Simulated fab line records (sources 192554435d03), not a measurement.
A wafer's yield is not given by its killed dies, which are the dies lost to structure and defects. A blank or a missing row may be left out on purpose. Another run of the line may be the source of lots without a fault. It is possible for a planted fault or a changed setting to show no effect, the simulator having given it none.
What tool caused it? + flow n5_finfet + 11 lots with 29 wafers sampled at 4 steps, on a route of 1938 steps

WHAT THE GAUGES SHOWED, per wafer
N5_BEOL_M4_RC_MEAS_101. Usual: DIBL_N 36.3 mV/V, standard deviation 1.6; DIBL_P 36.2 mV/V, standard deviation 2; IOFF_N 0.160 nA/um, standard deviation 0.028; IOFF_P 0.21 nA/um, standard deviation 0.036; ION_N 677 uA/um, standard deviation 11; ION_P 465 uA/um, standard deviation 6.9; SS_N 71.5 mV/dec, standard deviation 0.55; SS_P 73.3 mV/dec, standard deviation 0.64; VT_N 250 mV, standard deviation 3; VT_P -250 mV, standard deviation 3.5.
| lot  | measured     | on        | DIBL_N (mV/V)  | DIBL_P (mV/V)  | IOFF_N (nA/um)    | IOFF_P (nA/um) | ION_N (uA/um) | ION_P (uA/um) | SS_N (mV/dec)  | SS_P (mV/dec)  | VT_N (mV)   | VT_P (mV)      | flag |
|------|--------------|-----------|----------------|----------------|-------------------|----------------|---------------|---------------|----------------|----------------|-------------|----------------|------|
| L978 | day 7 20:53  | prober-01 | 40.7 39.1      | 40.5 38.7      | 0.246 0.186       | 0.30 0.25      | 688 671       | 472 466       | 71.9 72.2      | 73.7 74.2      | 243 247     | -246 -248      |      |
| L979 | day 8 00:02  | prober-02 | 35.3 36.1 36.5 | 35.1 35.6 36.0 | 0.145 0.159 0.167 | 0.20 0.21 0.22 | 682 679 675   | 464 471 462   | 70.8 70.7 70.7 | 72.4 72.5 72.9 | 250 248 249 | -248 -247 -251 |      |
| L983 | day 9 10:43  | prober-02 | 37.8 38.3 40.5 | 37.0 36.7 40.7 | 0.155 0.152 0.222 | 0.22 0.22 0.30 | 679 662 699   | 473 469 477   | 71.5 71.8 72.4 | 73.6 73.4 74.5 | 251 253 246 | -249 -248 -244 |      |
| L984 | day 9 12:29  | prober-01 | 37.1 37.2 36.6 | 36.7 35.5 35.7 | 0.159 0.166 0.150 | 0.21 0.20 0.19 | 679 671 683   | 467 459 461   | 72.0 72.2 71.2 | 73.0 72.8 72.2 | 250 247 249 | -252 -250 -250 |      |
| L985 | day 9 17:41  | prober-01 | 37.7 35.0 34.8 | 40.4 36.8 36.5 | 0.219 0.160 0.154 | 0.27 0.20 0.20 | 702 675 683   | 478 459 464   | 71.6 71.2 70.9 | 74.7 72.7 73.0 | 243 250 248 | -248 -252 -249 |      |
| L991 | day 11 02:11 | prober-01 | 37.0 36.2 37.1 | 36.9 37.5 37.5 | 0.165 0.169 0.171 | 0.19 0.20 0.20 | 680 685 691   | 460 469 471   | 72.2 71.6 72.1 | 73.3 73.2 74.1 | 249 251 249 | -254 -252 -256 |      |
| L992 | day 11 05:39 | prober-01 | 37.1 36.4 37.3 | 37.1 36.7 37.1 | 0.172 0.171 0.188 | 0.22 0.21 0.21 | 685 678 676   | 467 462 463   | 71.9 72.1 71.7 | 73.7 73.8 73.6 | 251 249 249 | -254 -251 -252 |      |
| L996 | day 12 16:46 | prober-01 | 36.1 34.9      | 36.7 35.5      | 0.142 0.133       | 0.19 0.18      | 666 673       | 457 463       | 71.4 71.2      | 73.5 72.8      | 254 252     | -251 -251      |      |
| L999 | day 13 12:34 | prober-02 | 34.3 34.5      | 34.8 34.4      | 0.135 0.128       | 0.20 0.18      | 665 665       | 463 462       | 71.1 70.9      | 73.0 73.1      | 251 253     | -249 -252      |      |
| L100 | day 13 18:03 | prober-01 | 36.7 35.5      | 35.4 34.4      | 0.172 0.151       | 0.21 0.20      | 682 684       | 463 465       | 71.5 71.0      | 73.3 73.7      | 247 246     | -250 -248      |      |
| L101 | day 13 21:29 | prober-02 | 36.5 35.6 36.0 | 36.4 35.2 35.8 | 0.155 0.144 0.139 | 0.19 0.16 0.17 | 671 678 670   | 453 456 452   | 72.0 71.4 71.6 | 73.5 73.4 73.5 | 250 251 249 | -254 -257 -253 |      |

N5_BEOL_M14_INSPECT_12: inspects for defects (macro). Usual: raw_defect_count 2.1, standard deviation 1.4.
| lot  | measured     | on                | raw_defect_count | flag |
|------|--------------|-------------------|------------------|------|
| L978 | day 11 15:49 | defect_inspect-02 | 2 2              |      |
| L979 | day 11 03:11 | defect_inspect-02 | 5 2 1            |      |
| L983 | day 12 14:37 | defect_inspect-01 | 2 3 1            |      |
| L984 | day 12 10:23 | defect_inspect-01 | 3 2 4            |      |
| L985 | day 12 18:03 | defect_inspect-01 | 3 1 1            |      |
| L991 | day 14 09:09 | defect_inspect-01 | 1 4 0            |      |
| L992 | day 14 15:19 | defect_inspect-01 | 4 3 1            |      |
| L996 | day 16 05:08 | defect_inspect-02 | 0 0              |      |
| L999 | day 16 19:59 | defect_inspect-02 | 1 1              |      |
| L100 | day 17 01:44 | defect_inspect-01 | 1 1              |      |
| L101 | day 17 04:52 | defect_inspect-01 | 2 2 1            |      |

N5_BEOL_M14_OCD_MEAS_35. Usual: trench_depth_nm 566 nm, standard deviation 16.
| lot  | measured     | on     | trench_depth_nm (nm) | flag |
|------|--------------|--------|----------------------|------|
| L978 | day 11 17:37 | ocd-02 | 574 551              |      |
| L979 | day 11 04:41 | ocd-01 | 563 565 560          |      |
| L983 | day 12 16:30 | ocd-02 | 1 0 0                | OFF  |
| L984 | day 12 12:10 | ocd-01 | 0 0 0                | OFF  |
| L985 | day 12 19:40 | ocd-02 | 0 0 0                | OFF  |
| L991 | day 14 10:39 | ocd-02 | 552 555 559          |      |
| L992 | day 14 16:48 | ocd-01 | 558 599 544          |      |
| L996 | day 16 06:46 | ocd-02 | 547 591              |      |
| L999 | day 16 21:37 | ocd-02 | 567 564              |      |
| L100 | day 17 03:39 | ocd-01 | 550 550              |      |
| L101 | day 17 06:40 | ocd-01 | 559 549 550          |      |

TOOL THAT RAN EACH LOT (tool first, then ch and the chambers of the sampled wafers, then the start)
| lot  | N5_BEOL_M14_TRENCH_ETCH_34         |
|------|------------------------------------|
| L978 | rie_diel-06 ch 0,2, day 11 17:28   |
| L979 | rie_diel-02 ch 0,1,3, day 11 04:31 |
| L983 | rie_diel-02 ch 0,3, day 12 16:20   |
| L984 | rie_diel-02 ch 0,1,2, day 12 12:01 |
| L985 | rie_diel-02 ch 1,2, day 12 19:31   |
| L991 | rie_diel-02 ch 0,1,3, day 14 10:29 |
| L992 | rie_diel-06 ch 0,1,3, day 14 16:39 |
| L996 | rie_diel-06 ch 0,3, day 16 06:36   |
| L999 | rie_diel-02 ch 1, day 16 21:28     |
| L100 | rie_diel-02 ch 0,3, day 17 03:29   |
| L101 | rie_diel-06 ch 0,1, day 17 06:31   |
- N5_BEOL_M14_TRENCH_ETCH_34: etches SiO2 in C4F8/O2/Ar, target depth 556.65 nm, time 126.9 s.

AS READ BY THE TOOLS THEMSELVES (means over the sampled wafers that have a number; for cases with no such wafer, the mark the record gives instead)
N5_BEOL_M14_TRENCH_ETCH_34. Usual: C4F8_flow_sccm 16.00 sccm, standard deviation 0.055; O2_flow_sccm 12.00 sccm, standard deviation 0.036; drypump_motor_current_A 5.7 A, standard deviation 0.44; oes_product_au 0.82 a.u., standard deviation 0.059; rf_vpp_V 2228 V, standard deviation 38; showerhead_plenum_p_Torr 3.47 Torr, standard deviation 0.094; throttle_valve_pct 30.8 %, standard deviation 0.33.
| lot  | tool        | C4F8_flow_sccm (sccm) | O2_flow_sccm (sccm) | drypump_motor_current_A (A) | oes_product_au (a.u.) | rf_vpp_V (V) | showerhead_plenum_p_Torr (Torr) | throttle_valve_pct (%) | flag |
|------|-------------|-----------------------|---------------------|-----------------------------|-----------------------|--------------|---------------------------------|------------------------|------|
| L978 | rie_diel-06 | 15.96                 | 11.98               | 5.7                         | 0.82                  | 2246         | 3.54                            | 30.4                   |      |
| L979 | rie_diel-02 | 16.00                 | 12.00               | 5.7                         | 0.87                  | 2222         | 3.45                            | 30.8                   |      |
| L983 | rie_diel-02 | -                     | -                   | -                           | -                     | -            | -                               | -                      | OFF  |
| L984 | rie_diel-02 | -                     | -                   | -                           | -                     | -            | -                               | -                      | OFF  |
| L985 | rie_diel-02 | -                     | -                   | -                           | -                     | -            | -                               | -                      | OFF  |
| L991 | rie_diel-02 | 16.04                 | 12.00               | 5.7                         | 0.82                  | 2221         | 3.44                            | 30.9                   |      |
| L992 | rie_diel-06 | 15.98                 | 11.98               | 6.0                         | 0.78                  | 2238         | 3.49                            | 30.7                   |      |
| L996 | rie_diel-06 | 16.10                 | 12.00               | 6.0                         | 0.79                  | 2250         | 3.58                            | 30.6                   |      |
| L999 | rie_diel-02 | 16.02                 | 11.93               | 5.7                         | 0.87                  | 2261         | 3.49                            | 30.5                   |      |
| L100 | rie_diel-02 | 16.01                 | 12.03               | 5.7                         | 0.78                  | 2201         | 3.40                            | 31.0                   |      |
| L101 | rie_diel-06 | 15.97                 | 11.99               | 6.1                         | 0.75                  | 2250         | 3.47                            | 30.6                   |      |

THE ANSWER, worked out from the rows above alone
Rule: lot off if the mean of its wafers having a number is beyond 3 standard deviations from the usual mean. A lot without any number at a reading at which 4 lots or more have one is off too. All remaining lots with rows at the step are treated as sound. The gauges are gone through in route order, then the tools' own readings, and for those a lot's mean is taken as printed above. At the first step where some lot is off, the reading lying furthest off is the one used; lots without a number count as furthest.
Off: L983, L984, L985 (N5_BEOL_M14_OCD_MEAS_35, trench_depth_nm).
A tool fits if, at a process step before that reading, it ran every lot that is off, and no sound lot after the first of them. The gauges at N5_BEOL_M14_OCD_MEAS_35 aren't tried: what is off there is off at N5_BEOL_M14_TRENCH_ETCH_34 too, on other tools, and a gauge's error can't cause that. Of those tried, none fits.

WHAT THE SIMULATOR HAD PUT IN
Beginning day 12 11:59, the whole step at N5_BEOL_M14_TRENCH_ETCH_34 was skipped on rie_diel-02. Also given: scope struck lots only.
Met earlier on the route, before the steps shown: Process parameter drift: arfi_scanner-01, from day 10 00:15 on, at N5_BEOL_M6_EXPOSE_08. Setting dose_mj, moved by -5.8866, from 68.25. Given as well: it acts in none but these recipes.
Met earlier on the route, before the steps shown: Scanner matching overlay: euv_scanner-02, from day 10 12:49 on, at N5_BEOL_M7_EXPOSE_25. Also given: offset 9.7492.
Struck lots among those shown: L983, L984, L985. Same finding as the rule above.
